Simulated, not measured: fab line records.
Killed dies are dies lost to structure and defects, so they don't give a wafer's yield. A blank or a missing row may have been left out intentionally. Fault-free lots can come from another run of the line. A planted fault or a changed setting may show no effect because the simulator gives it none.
fab line records / flow n5-finfet
record: lots: 6 wafers: 18 last-day: 16
route steps=1938 shown BEOL_M15@1811 PASSIVATION@1936
lots with no fault: from the same line, run without faults
start-h: the number of hours between the record's first day and the start of the first shown wafer of the lot / wait-h: hours from the lot's prior step to this one / " identical to the entry in the row above / L1.1+2: one row covering several wafers at once / - no value, or no start given / * or withheld: withheld / < > ~ a bound
route shown NAME@n: names a module that has steps shown in the file, with the first one's number in the route / usual: average and standard deviation across the fault-free wafers / same: alike in all rows / chamber/n: place in a boat / sites: readings site by site / _std_site: their standard deviation / _edge_site: outer sites' mean less inner sites' / radius-mm: how far each site lies from the wafer's centre / mask NAME#n: copy n / behind: tool/chamber where the wafer was last shaped / hold: why the lot was held/for how many hours/how that ended / device: names the non-switching transistor (n, p or np) / end of line: tests run on the same wafers once the route is complete / for a step that has no rows: nothing shown but its recipe / killed: dies lost to structure and defects at the first sort, not the wafer's yield / map: a wafer's dies, marking killed ones x, the rest . and places with no die _
set.NAME: the setting that was run; set.NAME@STEP: the one run at that earlier step / model.NAME: the simulator's own value behind a step, which no gauge read
lots at selected steps of the route; one table per step, one row per wafer
services: when a tool's chamber went out of use (start-h, in hours from the record's first day, below 0 if earlier), for how many hours, and the reason
== steps ==
step: N5_BEOL_M15_STRIP_36
recipe: chemistry: O2 power-w: 600 temp-c: 60 pressure-mtorr: 30 rf-frequency-hz: 6e+07 bias-power-w: 0 overash-fraction: 0.3 o2-flow-sccm: 225
step: N5_BEOL_M15_STRIP_62
recipe: chemistry: O2 power-w: 600 temp-c: 60 pressure-mtorr: 30 rf-frequency-hz: 6e+07 bias-power-w: 0 overash-fraction: 0.3 o2-flow-sccm: 225
step: N5_BEOL_M15_STRIP_37
recipe: chemistry: O2 power-w: 600 temp-c: 60 pressure-mtorr: 30 rf-frequency-hz: 6e+07 bias-power-w: 0 overash-fraction: 0.3 o2-flow-sccm: 225
step: N5_BEOL_M15_ETCH_38
recipe: chemistry: CF4/N2 target: SiCN target-depth-a: 1064 taper-deg: 2 time-s: 120.5 ion-energy-ev: 150 mask-material: SiO2 pressure-mtorr: 40 source-w: 430 bias-w: 70 Ar_flow_sccm: 100 cf4-flow-sccm: 60 n2-flow-sccm: 60
usual: drypump-motor-current-A: 5.7/0.38 oes-product-au: 0.79/0.072 rf-vpp-V: 382.3/1.3 showerhead-plenum-p-Torr: 2.20/0.046 throttle-valve-pct: 15.38/0.22
lot.wafer=L515.2 tool=rie-diel-01 chamber=3 start-h=- wait-h=- drypump-motor-current-A=5.2 oes-product-au=0.95 rf-hours-counter-h=17 rf-vpp-V=384.5 showerhead-plenum-p-Torr=2.25 throttle-valve-pct=15.11
lot.wafer=L515.3 tool=rie-diel-01 chamber=0 start-h=- wait-h=- drypump-motor-current-A=5.6 oes-product-au=0.75 rf-hours-counter-h=157 rf-vpp-V=382.2 showerhead-plenum-p-Torr=2.21 throttle-valve-pct=15.46
lot.wafer=L515.6 tool=rie-diel-01 chamber=2 start-h=- wait-h=- drypump-motor-current-A=5.7 oes-product-au=0.83 rf-hours-counter-h=- rf-vpp-V=381.1 showerhead-plenum-p-Torr=2.14 throttle-valve-pct=15.14
lot.wafer=L518.2 tool=rie-diel-03 chamber=3 start-h=- wait-h=- drypump-motor-current-A=6.2 oes-product-au=0.86 rf-hours-counter-h=69 rf-vpp-V=383.5 showerhead-plenum-p-Torr=2.23 throttle-valve-pct=15.28
lot.wafer=L518.4 tool=rie-diel-03 chamber=3 start-h=- wait-h=- drypump-motor-current-A=6.2 oes-product-au=0.84 rf-hours-counter-h=- rf-vpp-V=383.1 showerhead-plenum-p-Torr=2.23 throttle-valve-pct=15.28
lot.wafer=L518.6 tool=rie-diel-03 chamber=1 start-h=- wait-h=- drypump-motor-current-A=6.1 oes-product-au=0.71 rf-hours-counter-h=- rf-vpp-V=384.4 showerhead-plenum-p-Torr=2.29 throttle-valve-pct=15.49
lot.wafer=L521.1 tool=rie-diel-03 chamber=3 start-h=- wait-h=- drypump-motor-current-A=6.2 oes-product-au=0.84 rf-hours-counter-h=80 rf-vpp-V=383.0 showerhead-plenum-p-Torr=2.23 throttle-valve-pct=15.30
lot.wafer=L521.2 tool=rie-diel-03 chamber=1 start-h=- wait-h=- drypump-motor-current-A=6.1 oes-product-au=0.70 rf-hours-counter-h=198 rf-vpp-V=384.0 showerhead-plenum-p-Torr=2.28 throttle-valve-pct=15.52
lot.wafer=L521.3 tool=rie-diel-03 chamber=0 start-h=- wait-h=- drypump-motor-current-A=6.2 oes-product-au=0.75 rf-hours-counter-h=168 rf-vpp-V=379.5 showerhead-plenum-p-Torr=2.12 throttle-valve-pct=15.29
lot.wafer=L524.4 tool=rie-diel-01 chamber=0 start-h=- wait-h=- drypump-motor-current-A=5.6 oes-product-au=0.74 rf-hours-counter-h=183 rf-vpp-V=381.7 showerhead-plenum-p-Torr=2.20 throttle-valve-pct=15.52
lot.wafer=L524.5 tool=rie-diel-01 chamber=1 start-h=- wait-h=- drypump-motor-current-A=5.7 oes-product-au=0.79 rf-hours-counter-h=- rf-vpp-V=383.8 showerhead-plenum-p-Torr=2.22 throttle-valve-pct=15.44
lot.wafer=L524.6 tool=rie-diel-01 chamber=0 start-h=- wait-h=- drypump-motor-current-A=5.6 oes-product-au=0.73 rf-hours-counter-h=- rf-vpp-V=380.8 showerhead-plenum-p-Torr=2.20 throttle-valve-pct=15.51
lot.wafer=L532.2 tool=rie-diel-01 chamber=3 start-h=- wait-h=- drypump-motor-current-A=5.1 oes-product-au=0.88 rf-hours-counter-h=56 rf-vpp-V=383.0 showerhead-plenum-p-Torr=2.24 throttle-valve-pct=15.18
lot.wafer=L532.3 tool=rie-diel-01 chamber=2 start-h=- wait-h=- drypump-motor-current-A=5.7 oes-product-au=0.77 rf-hours-counter-h=115 rf-vpp-V=381.7 showerhead-plenum-p-Torr=2.13 throttle-valve-pct=15.22
lot.wafer=L532.5 tool=rie-diel-01 chamber=2 start-h=- wait-h=- drypump-motor-current-A=5.7 oes-product-au=0.77 rf-hours-counter-h=- rf-vpp-V=380.2 showerhead-plenum-p-Torr=2.13 throttle-valve-pct=15.24
lot.wafer=L530.1 tool=rie-diel-03 chamber=0 start-h=- wait-h=- drypump-motor-current-A=6.2 oes-product-au=0.74 rf-hours-counter-h=187 rf-vpp-V=380.3 showerhead-plenum-p-Torr=2.11 throttle-valve-pct=15.33
lot.wafer=L530.3 tool=rie-diel-03 chamber=3 start-h=- wait-h=- drypump-motor-current-A=6.3 oes-product-au=0.81 rf-hours-counter-h=99 rf-vpp-V=382.6 showerhead-plenum-p-Torr=2.22 throttle-valve-pct=15.34
lot.wafer=L530.4 tool=rie-diel-03 chamber=1 start-h=- wait-h=- drypump-motor-current-A=6.2 oes-product-au=0.69 rf-hours-counter-h=214 rf-vpp-V=383.5 showerhead-plenum-p-Torr=2.28 throttle-valve-pct=15.53
step: N5_BEOL_M15_PRECLEAN_39
recipe: chemistry: residue-remover time-s: 60 temp-c: 40
step: N5_BEOL_M15_SRD_40
recipe: time-s: 30 temp-c: 23 rinse-liquid: diw dry: n2-spin spin-rpm: 1500 dry-time-s: 30
step: N5_BEOL_M15_DEGAS_41
recipe: ambient: vacuum temp-c: 300 time-s: 60
step: N5_BEOL_M15_PRE_CLEAN_42
recipe: gas: H2/He time-s: 30 temp-c: 300
usual: heater-power-w: 474/57 susceptor-temp-C: 300.00/0.19
lot.wafer=L515.2 tool=pvd-sputter-02 chamber=- start-h=248.76 wait-h=0.0 heater-power-w=396 susceptor-temp-C=300.10
lot.wafer=L515.3 tool=pvd-sputter-02 chamber=- start-h=248.76 wait-h=0.0 heater-power-w=589 susceptor-temp-C=300.01
lot.wafer=L515.6 tool=pvd-sputter-02 chamber=- start-h=248.76 wait-h=0.0 heater-power-w=556 susceptor-temp-C=299.71
lot.wafer=L518.2 tool=pvd-sputter-03 chamber=- start-h=279.03 wait-h=0.0 heater-power-w=466 susceptor-temp-C=300.19
lot.wafer=L518.4 tool=pvd-sputter-03 chamber=- start-h=279.03 wait-h=0.0 heater-power-w=424 susceptor-temp-C=299.95
lot.wafer=L518.6 tool=pvd-sputter-03 chamber=- start-h=279.03 wait-h=0.0 heater-power-w=490 susceptor-temp-C=300.06
lot.wafer=L521.1 tool=pvd-sputter-03 chamber=- start-h=300.90 wait-h=0.0 heater-power-w=480 susceptor-temp-C=299.86
lot.wafer=L521.2 tool=pvd-sputter-03 chamber=- start-h=300.90 wait-h=0.0 heater-power-w=418 susceptor-temp-C=299.97
lot.wafer=L521.3 tool=pvd-sputter-03 chamber=- start-h=300.90 wait-h=0.0 heater-power-w=408 susceptor-temp-C=299.77
lot.wafer=L524.4 tool=pvd-sputter-03 chamber=- start-h=318.28 wait-h=0.0 heater-power-w=463 susceptor-temp-C=299.90
lot.wafer=L524.5 tool=pvd-sputter-03 chamber=- start-h=318.28 wait-h=0.0 heater-power-w=496 susceptor-temp-C=300.20
lot.wafer=L524.6 tool=pvd-sputter-03 chamber=- start-h=318.28 wait-h=0.0 heater-power-w=471 susceptor-temp-C=300.13
lot.wafer=L532.2 tool=pvd-sputter-01 chamber=- start-h=350.82 wait-h=0.0 heater-power-w=470 susceptor-temp-C=300.14
lot.wafer=L532.3 tool=pvd-sputter-01 chamber=- start-h=350.82 wait-h=0.0 heater-power-w=561 susceptor-temp-C=300.04
lot.wafer=L532.5 tool=pvd-sputter-01 chamber=- start-h=350.82 wait-h=0.0 heater-power-w=543 susceptor-temp-C=299.81
lot.wafer=L530.1 tool=pvd-sputter-02 chamber=- start-h=359.66 wait-h=0.0 heater-power-w=585 susceptor-temp-C=300.38
lot.wafer=L530.3 tool=pvd-sputter-02 chamber=- start-h=359.66 wait-h=0.0 heater-power-w=566 susceptor-temp-C=299.87
lot.wafer=L530.4 tool=pvd-sputter-02 chamber=- start-h=359.66 wait-h=0.0 heater-power-w=391 susceptor-temp-C=299.84
step: N5_BEOL_M15_SPUTTER_43
recipe: material: TaN target-thk-a: 150 temp-c: 50 bias-v: 168.6 power-w: 15000 chamber-pressure-pa: 0.12 time-s: 24.19
usual: susceptor-temp-C: 50.01/0.12 throttle-valve-pct: 30.1/0.41
lot.wafer=L515.2 tool=pvd-sputter-02 chamber=- start-h=248.80 wait-h=0.0 susceptor-temp-C=50.16 throttle-valve-pct=30.0
lot.wafer=L515.3 tool=pvd-sputter-02 chamber=- start-h=248.80 wait-h=0.0 susceptor-temp-C=49.80 throttle-valve-pct=30.6
lot.wafer=L515.6 tool=pvd-sputter-02 chamber=- start-h=248.80 wait-h=0.0 susceptor-temp-C=50.12 throttle-valve-pct=29.5
lot.wafer=L518.2 tool=pvd-sputter-03 chamber=- start-h=279.07 wait-h=0.0 susceptor-temp-C=50.09 throttle-valve-pct=29.9
lot.wafer=L518.4 tool=pvd-sputter-03 chamber=- start-h=279.07 wait-h=0.0 susceptor-temp-C=50.03 throttle-valve-pct=30.5
lot.wafer=L518.6 tool=pvd-sputter-03 chamber=- start-h=279.07 wait-h=0.0 susceptor-temp-C=50.16 throttle-valve-pct=29.8
lot.wafer=L521.1 tool=pvd-sputter-03 chamber=- start-h=300.94 wait-h=0.0 susceptor-temp-C=49.95 throttle-valve-pct=30.0
lot.wafer=L521.2 tool=pvd-sputter-03 chamber=- start-h=300.94 wait-h=0.0 susceptor-temp-C=49.99 throttle-valve-pct=30.2
lot.wafer=L521.3 tool=pvd-sputter-03 chamber=- start-h=300.94 wait-h=0.0 susceptor-temp-C=49.86 throttle-valve-pct=30.3
lot.wafer=L524.4 tool=pvd-sputter-03 chamber=- start-h=318.32 wait-h=0.0 susceptor-temp-C=50.16 throttle-valve-pct=29.8
lot.wafer=L524.5 tool=pvd-sputter-03 chamber=- start-h=318.32 wait-h=0.0 susceptor-temp-C=50.13 throttle-valve-pct=29.7
lot.wafer=L524.6 tool=pvd-sputter-03 chamber=- start-h=318.32 wait-h=0.0 susceptor-temp-C=50.14 throttle-valve-pct=29.7
lot.wafer=L532.2 tool=pvd-sputter-01 chamber=- start-h=350.86 wait-h=0.0 susceptor-temp-C=49.95 throttle-valve-pct=29.8
lot.wafer=L532.3 tool=pvd-sputter-01 chamber=- start-h=350.86 wait-h=0.0 susceptor-temp-C=49.90 throttle-valve-pct=29.4
lot.wafer=L532.5 tool=pvd-sputter-01 chamber=- start-h=350.86 wait-h=0.0 susceptor-temp-C=50.05 throttle-valve-pct=29.3
lot.wafer=L530.1 tool=pvd-sputter-02 chamber=- start-h=359.70 wait-h=0.0 susceptor-temp-C=50.27 throttle-valve-pct=30.5
lot.wafer=L530.3 tool=pvd-sputter-02 chamber=- start-h=359.70 wait-h=0.0 susceptor-temp-C=50.17 throttle-valve-pct=29.6
lot.wafer=L530.4 tool=pvd-sputter-02 chamber=- start-h=359.70 wait-h=0.0 susceptor-temp-C=50.01 throttle-valve-pct=30.2
step: N5_BEOL_M15_SPUTTER_44
recipe: material: Ta target-thk-a: 150 temp-c: 50 bias-v: 80 power-w: 15000 chamber-pressure-pa: 0.07 time-s: 24.19
step: N5_BEOL_M15_SPUTTER_45
recipe: material: Cu target-thk-a: 1000 temp-c: -20 bias-v: 60 power-w: 26000 chamber-pressure-pa: 0.13 time-s: 16.67
usual: chuck-gas-flow-sccm: 1.26/0.05 susceptor-temp-C: -20.01/0.11 throttle-valve-pct: 30.0/0.42
lot.wafer=L515.2 tool=pvd-sputter-02 chamber=- start-h=248.96 wait-h=0.0 chuck-gas-flow-sccm=1.20 susceptor-temp-C=-19.87 throttle-valve-pct=29.8
lot.wafer=L515.3 tool=pvd-sputter-02 chamber=- start-h=248.96 wait-h=0.0 chuck-gas-flow-sccm=1.28 susceptor-temp-C=-19.99 throttle-valve-pct=30.6
lot.wafer=L515.6 tool=pvd-sputter-02 chamber=- start-h=248.96 wait-h=0.0 chuck-gas-flow-sccm=1.27 susceptor-temp-C=-20.03 throttle-valve-pct=29.4
lot.wafer=L518.2 tool=pvd-sputter-03 chamber=- start-h=279.23 wait-h=0.0 chuck-gas-flow-sccm=1.18 susceptor-temp-C=-19.94 throttle-valve-pct=29.5
lot.wafer=L518.4 tool=pvd-sputter-03 chamber=- start-h=279.23 wait-h=0.0 chuck-gas-flow-sccm=1.23 susceptor-temp-C=-20.03 throttle-valve-pct=30.3
lot.wafer=L518.6 tool=pvd-sputter-03 chamber=- start-h=279.23 wait-h=0.0 chuck-gas-flow-sccm=1.38 susceptor-temp-C=-20.12 throttle-valve-pct=29.9
lot.wafer=L521.1 tool=pvd-sputter-03 chamber=- start-h=301.10 wait-h=0.0 chuck-gas-flow-sccm=1.26 susceptor-temp-C=-20.03 throttle-valve-pct=29.7
lot.wafer=L521.2 tool=pvd-sputter-03 chamber=- start-h=301.10 wait-h=0.0 chuck-gas-flow-sccm=1.22 susceptor-temp-C=-19.92 throttle-valve-pct=29.9
lot.wafer=L521.3 tool=pvd-sputter-03 chamber=- start-h=301.10 wait-h=0.0 chuck-gas-flow-sccm=1.26 susceptor-temp-C=-19.89 throttle-valve-pct=30.4
lot.wafer=L524.4 tool=pvd-sputter-03 chamber=- start-h=318.48 wait-h=0.0 chuck-gas-flow-sccm=1.22 susceptor-temp-C=-19.87 throttle-valve-pct=29.8
lot.wafer=L524.5 tool=pvd-sputter-03 chamber=- start-h=318.48 wait-h=0.0 chuck-gas-flow-sccm=1.33 susceptor-temp-C=-19.94 throttle-valve-pct=29.8
lot.wafer=L524.6 tool=pvd-sputter-03 chamber=- start-h=318.48 wait-h=0.0 chuck-gas-flow-sccm=1.23 susceptor-temp-C=-20.06 throttle-valve-pct=30.1
lot.wafer=L532.2 tool=pvd-sputter-01 chamber=- start-h=351.02 wait-h=0.0 chuck-gas-flow-sccm=1.26 susceptor-temp-C=-20.06 throttle-valve-pct=29.6
lot.wafer=L532.3 tool=pvd-sputter-01 chamber=- start-h=351.02 wait-h=0.0 chuck-gas-flow-sccm=1.25 susceptor-temp-C=-20.05 throttle-valve-pct=29.5
lot.wafer=L532.5 tool=pvd-sputter-01 chamber=- start-h=351.02 wait-h=0.0 chuck-gas-flow-sccm=1.22 susceptor-temp-C=-19.93 throttle-valve-pct=29.4
lot.wafer=L530.1 tool=pvd-sputter-02 chamber=- start-h=359.86 wait-h=0.0 chuck-gas-flow-sccm=1.21 susceptor-temp-C=-20.06 throttle-valve-pct=30.7
lot.wafer=L530.3 tool=pvd-sputter-02 chamber=- start-h=359.86 wait-h=0.0 chuck-gas-flow-sccm=1.29 susceptor-temp-C=-19.92 throttle-valve-pct=29.5
lot.wafer=L530.4 tool=pvd-sputter-02 chamber=- start-h=359.86 wait-h=0.0 chuck-gas-flow-sccm=1.25 susceptor-temp-C=-20.22 throttle-valve-pct=29.8
step: N5_BEOL_M15_ECD_47
recipe: material: Cu target-thk-a: 18600
step: N5_BEOL_M15_ANNEAL_48
recipe: temp-c: 225 time-s: 90 ambient: N2
usual: wafer_temp_C_max: 226.3/0.71
lot.wafer=L515.2 tool=rtp-anneal-01 chamber=0 start-h=249.44 wait-h=0.3 wafer_temp_C_max=226.0
lot.wafer=L515.3 tool=rtp-anneal-01 chamber=0 start-h=249.44 wait-h=0.3 wafer_temp_C_max=225.9
lot.wafer=L515.6 tool=rtp-anneal-01 chamber=0 start-h=249.44 wait-h=0.3 wafer_temp_C_max=225.7
lot.wafer=L518.2 tool=rtp-anneal-02 chamber=0 start-h=279.63 wait-h=0.2 wafer_temp_C_max=226.6
lot.wafer=L518.4 tool=rtp-anneal-02 chamber=0 start-h=279.63 wait-h=0.2 wafer_temp_C_max=226.9
lot.wafer=L518.6 tool=rtp-anneal-02 chamber=0 start-h=279.63 wait-h=0.2 wafer_temp_C_max=226.6
lot.wafer=L521.1 tool=rtp-anneal-02 chamber=0 start-h=301.46 wait-h=0.2 wafer_temp_C_max=226.3
lot.wafer=L521.2 tool=rtp-anneal-02 chamber=0 start-h=301.46 wait-h=0.2 wafer_temp_C_max=226.5
lot.wafer=L521.3 tool=rtp-anneal-02 chamber=0 start-h=301.46 wait-h=0.2 wafer_temp_C_max=226.9
lot.wafer=L524.4 tool=rtp-anneal-02 chamber=0 start-h=319.10 wait-h=0.4 wafer_temp_C_max=227.3
lot.wafer=L524.5 tool=rtp-anneal-02 chamber=0 start-h=319.10 wait-h=0.4 wafer_temp_C_max=227.3
lot.wafer=L524.6 tool=rtp-anneal-02 chamber=0 start-h=319.10 wait-h=0.4 wafer_temp_C_max=227.8
lot.wafer=L532.2 tool=rtp-anneal-01 chamber=0 start-h=352.26 wait-h=1.1 wafer_temp_C_max=233.1
lot.wafer=L532.3 tool=rtp-anneal-01 chamber=0 start-h=352.26 wait-h=1.1 wafer_temp_C_max=232.4
lot.wafer=L532.5 tool=rtp-anneal-01 chamber=0 start-h=352.26 wait-h=1.1 wafer_temp_C_max=233.0
lot.wafer=L530.1 tool=rtp-anneal-01 chamber=0 start-h=360.37 wait-h=0.3 wafer_temp_C_max=232.9
lot.wafer=L530.3 tool=rtp-anneal-01 chamber=0 start-h=360.37 wait-h=0.3 wafer_temp_C_max=233.0
lot.wafer=L530.4 tool=rtp-anneal-01 chamber=0 start-h=360.37 wait-h=0.3 wafer_temp_C_max=232.7
step: N5_BEOL_M15_CMP_49
recipe: stop-on: SiO2 t-overpolish-s: 4.9 down-force-psi: 2 platen-rpm: 80 clearing-platen-down-force-psi: 2 clearing-platen-rpm: 80 post-cmp-clean: cu-alkaline target-thk-nm: 850 clearing-platen-pad-velocity-m-s: 1.5917 pad-velocity-m-s: 1.5917
usual: barrier-field-endpoint-s: 11.38/0.28 head-pressure-psi: 1.999/0.0047 motor-current-A: 8.0/0.46 overpolish-run-s: 4.901/0.0092 pad-life-wafers: 1348/440
lot.wafer=L515.2 tool=cmp-01 chamber=1 start-h=249.69 wait-h=0.2 barrier-field-endpoint-s=11.72 head-pressure-psi=1.998 motor-current-A=8.7 overpolish-run-s=4.910 pad-life-wafers=930
lot.wafer=L515.3 tool=cmp-01 chamber=0 start-h=249.69 wait-h=0.2 barrier-field-endpoint-s=11.80 head-pressure-psi=1.999 motor-current-A=7.9 overpolish-run-s=4.903 pad-life-wafers=933
lot.wafer=L515.6 tool=cmp-01 chamber=2 start-h=249.69 wait-h=0.2 barrier-field-endpoint-s=11.58 head-pressure-psi=1.993 motor-current-A=7.4 overpolish-run-s=4.896 pad-life-wafers=-
lot.wafer=L518.4 tool=cmp-04 chamber=0 start-h=279.96 wait-h=0.2 barrier-field-endpoint-s=11.49 head-pressure-psi=1.999 motor-current-A=7.7 overpolish-run-s=4.916 pad-life-wafers=524
lot.wafer=L518.2 tool=cmp-04 chamber=1 start-h=279.96 wait-h=0.2 barrier-field-endpoint-s=11.46 head-pressure-psi=2.003 motor-current-A=7.6 overpolish-run-s=4.899 pad-life-wafers=525
lot.wafer=L518.6 tool=cmp-04 chamber=3 start-h=279.96 wait-h=0.2 barrier-field-endpoint-s=11.24 head-pressure-psi=1.999 motor-current-A=8.6 overpolish-run-s=4.923 pad-life-wafers=-
lot.wafer=L521.2 tool=cmp-04 chamber=3 start-h=301.75 wait-h=0.2 barrier-field-endpoint-s=11.06 head-pressure-psi=1.990 motor-current-A=8.1 overpolish-run-s=4.905 pad-life-wafers=714
lot.wafer=L521.3 tool=cmp-04 chamber=0 start-h=301.75 wait-h=0.2 barrier-field-endpoint-s=11.32 head-pressure-psi=2.003 motor-current-A=7.7 overpolish-run-s=4.906 pad-life-wafers=715
lot.wafer=L521.1 tool=cmp-04 chamber=1 start-h=301.75 wait-h=0.2 barrier-field-endpoint-s=11.22 head-pressure-psi=2.007 motor-current-A=8.3 overpolish-run-s=4.907 pad-life-wafers=716
lot.wafer=L524.4 tool=cmp-04 chamber=1 start-h=319.44 wait-h=0.3 barrier-field-endpoint-s=10.92 head-pressure-psi=2.004 motor-current-A=8.1 overpolish-run-s=4.895 pad-life-wafers=855
lot.wafer=L524.6 tool=cmp-04 chamber=2 start-h=319.44 wait-h=0.3 barrier-field-endpoint-s=11.28 head-pressure-psi=1.990 motor-current-A=8.6 overpolish-run-s=4.902 pad-life-wafers=-
lot.wafer=L524.5 tool=cmp-04 chamber=3 start-h=319.44 wait-h=0.3 barrier-field-endpoint-s=11.23 head-pressure-psi=2.002 motor-current-A=8.2 overpolish-run-s=4.900 pad-life-wafers=-
lot.wafer=L532.3 tool=cmp-04 chamber=2 start-h=352.64 wait-h=0.3 barrier-field-endpoint-s=11.28 head-pressure-psi=2.000 motor-current-A=8.7 overpolish-run-s=4.902 pad-life-wafers=1177
lot.wafer=L532.2 tool=cmp-04 chamber=3 start-h=352.64 wait-h=0.3 barrier-field-endpoint-s=11.31 head-pressure-psi=2.005 motor-current-A=8.2 overpolish-run-s=4.918 pad-life-wafers=1178
lot.wafer=L532.5 tool=cmp-04 chamber=2 start-h=352.64 wait-h=0.3 barrier-field-endpoint-s=11.38 head-pressure-psi=1.995 motor-current-A=8.8 overpolish-run-s=4.906 pad-life-wafers=-
lot.wafer=L530.1 tool=cmp-04 chamber=3 start-h=360.70 wait-h=0.3 barrier-field-endpoint-s=10.90 head-pressure-psi=1.991 motor-current-A=8.5 overpolish-run-s=4.904 pad-life-wafers=1255
lot.wafer=L530.4 tool=cmp-04 chamber=0 start-h=360.70 wait-h=0.3 barrier-field-endpoint-s=10.89 head-pressure-psi=1.998 motor-current-A=8.0 overpolish-run-s=4.899 pad-life-wafers=1256
lot.wafer=L530.3 tool=cmp-04 chamber=1 start-h=360.70 wait-h=0.3 barrier-field-endpoint-s=10.75 head-pressure-psi=2.006 motor-current-A=8.3 overpolish-run-s=4.899 pad-life-wafers=1257
step: N5_PASSIVATION_PROBE_49
usual: defect-limited-yield: 91.3/1.3 killed_at_M0_to_M3: 33/8.9 killed_at_M4_up: 15/5.4 killed-at-contacts: 13/5.8 killed-at-front-end: 39/9.9 killed-at-other: 3.2/2.9 killed-dies: 102/15 killed-open: 68/12 killed-short: 34/7.6 sort_bin_5_function: 5.1/0.89 sort_bin_6_memory: 3.2/0.63 sort-n-pass: 1078/15 sort-yield-pct: 91.3/1.3
same: gross-dies: 1180 killed-at-back-side: 0 sort_bin_4_leakage[%]: 0 sort_bin_8_speed[%]: 0
lot.wafer=L521.1 tool=prober-01 chamber=- start-h=317.92 wait-h=0.0 defect-limited-yield[%]=90.3 killed_at_M0_to_M3=41 killed_at_M4_up=13 killed-at-contacts=6 killed-at-front-end=48 killed-at-other=7 killed-dies=115 killed-open=75 killed-short=40 sort_bin_5_function[%]=5.5 sort_bin_6_memory[%]=3.7 sort-n-pass=1065 sort-yield-pct[%]=90.3
lot.wafer=L521.2 tool=prober-01 chamber=- start-h=317.97 wait-h=0.1 defect-limited-yield[%]=91.4 killed_at_M0_to_M3=43 killed_at_M4_up=12 killed-at-contacts=7 killed-at-front-end=30 killed-at-other=10 killed-dies=102 killed-open=62 killed-short=40 sort_bin_5_function[%]=4.9 sort_bin_6_memory[%]=3.4 sort-n-pass=1078 sort-yield-pct[%]=91.4
lot.wafer=L521.3 tool=prober-01 chamber=- start-h=318.02 wait-h=0.1 defect-limited-yield[%]=90.2 killed_at_M0_to_M3=31 killed_at_M4_up=21 killed-at-contacts=7 killed-at-front-end=50 killed-at-other=7 killed-dies=116 killed-open=75 killed-short=41 sort_bin_5_function[%]=5.7 sort_bin_6_memory[%]=3.9 sort-n-pass=1064 sort-yield-pct[%]=90.2
lot.wafer=L532.2 tool=prober-01 chamber=- start-h=369.15 wait-h=0.1 defect-limited-yield[%]=89.5 killed_at_M0_to_M3=30 killed_at_M4_up=13 killed-at-contacts=25 killed-at-front-end=54 killed-at-other=2 killed-dies=124 killed-open=88 killed-short=34 sort_bin_5_function[%]=7.0 sort_bin_6_memory[%]=3.4 sort-n-pass=1056 sort-yield-pct[%]=89.5
lot.wafer=L532.3 tool=prober-01 chamber=- start-h=369.20 wait-h=0.1 defect-limited-yield[%]=90.9 killed_at_M0_to_M3=31 killed_at_M4_up=12 killed-at-contacts=17 killed-at-front-end=47 killed-at-other=0 killed-dies=107 killed-open=77 killed-short=30 sort_bin_5_function[%]=5.3 sort_bin_6_memory[%]=3.5 sort-n-pass=1073 sort-yield-pct[%]=90.9
lot.wafer=L532.5 tool=prober-01 chamber=- start-h=369.30 wait-h=0.2 defect-limited-yield[%]=90.3 killed_at_M0_to_M3=39 killed_at_M4_up=13 killed-at-contacts=13 killed-at-front-end=48 killed-at-other=2 killed-dies=115 killed-open=77 killed-short=37 sort_bin_5_function[%]=6.5 sort_bin_6_memory[%]=2.9 sort-n-pass=1065 sort-yield-pct[%]=90.3
killed by level:class
L521.1 STI_FIN_REVEAL:geometric-particle:open=15 BEOL_M0_SAQP:geometric-particle:open=13 BEOL_M0_SAQP:geometric-particle:short=12 FIN_SAQP:geometric-particle:open=10 BEOL_M1:geometric-particle:open=7 ILD0:geometric-particle:short=6 BEOL_M4:geometric-particle:open=6 FIN_SAQP:geometric-particle:short=4
L521.2 BEOL_M0_SAQP:geometric-particle:open=9 BEOL_M1:geometric-particle:open=9 STI_FIN_REVEAL:geometric-particle:open=8 BEOL_M0_SAQP:geometric-particle:short=7 BEOL_M2:geometric-particle:open=6 PAD_METAL:geometric-particle:open=6 MOL_CONTACT_COAG:geometric-particle:open=5 BEOL_M2:geometric-particle:short=5
L521.3 BEOL_M4:geometric-particle:open=12 STI_FIN_REVEAL:geometric-particle:open=11 BEOL_M1:geometric-particle:open=10 FIN_SAQP:geometric-particle:open=9 BEOL_M0_SAQP:geometric-particle:short=7 BEOL_M0_SAQP:geometric-particle:open=7 FIN_SAQP:geometric-particle:short=6 MOL_CONTACT_COAG:geometric-particle:open=5
L532.2 MOL_CONTACT_COAG:geometric-particle:open=23 STI_FIN_REVEAL:geometric-particle:open=9 GATE_CUT:geometric-particle:open=7 GATE_CUT:geometric-particle:short=6 ILD0:geometric-particle:open=6 BEOL_M0_SAQP:geometric-particle:short=6 BEOL_M0_SAQP:geometric-particle:open=6 FIN_SAQP:geometric-particle:open=5
L532.3 BEOL_M0_SAQP:geometric-particle:open=15 MOL_CONTACT_COAG:geometric-particle:open=13 STI_FIN_REVEAL:geometric-particle:open=7 DUMMY_GATE:geometric-particle:open=7 FIN_SAQP:geometric-particle:open=6 ILD0:geometric-particle:open=5 GATE_CUT:geometric-particle:short=5 BEOL_M3:geometric-particle:open=5
L532.5 STI_FIN_REVEAL:geometric-particle:open=11 MOL_CONTACT_COAG:geometric-particle:open=10 BEOL_M2:geometric-particle:open=10 FIN_SAQP:geometric-particle:open=8 FIN_SAQP:geometric-particle:short=8 BEOL_M0_SAQP:geometric-particle:open=8 BEOL_M3:geometric-particle:open=8 BEOL_M0_SAQP:geometric-particle:short=6
== services ==
tool=rie-diel-01 chamber=- start-h=232.90 hours=2.8 kind=pm
tool=cmp-04 chamber=- start-h=242.97 hours=1.0 kind=repair
tool=rie-diel-03 chamber=2 start-h=248.66 hours=32.5 kind=repair
tool=cmp-04 chamber=- start-h=250.39 hours=14.2 kind=pm
tool=rie-diel-03 chamber=3 start-h=261.12 hours=1.6 kind=repair
tool=cmp-04 chamber=- start-h=276.82 hours=1.1 kind=repair
tool=cmp-01 chamber=- start-h=326.51 hours=0.5 kind=repair
tool=pvd-sputter-03 chamber=- start-h=338.38 hours=2.8 kind=repair
tool=rie-diel-03 chamber=1 start-h=349.49 hours=7.0 kind=repair
tool=cmp-01 chamber=- start-h=349.86 hours=1.8 kind=repair
tool=cmp-01 chamber=- start-h=352.65 hours=1.2 kind=repair
== key ==
first-sign: step: N5_BEOL_M15_ANNEAL_48 reading: wafer_temp_C_max direction: up sigmas: 9.2 usual: * struck: *
effect none on later readings
met-at N5_BEOL_M15_ANNEAL_48
struck-wafers L530.1,L530.3,L530.4,L532.2,L532.3,L532.5
onset-between 249.44 352.26
fault: kind: process-parameter-drift tool: rtp-anneal-01 chamber: - onset-h: 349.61 steps: N5_BEOL_M15_ANNEAL_48 channel: temp-c offset: * shape: step end-h: 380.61 acts-in: * stated: *
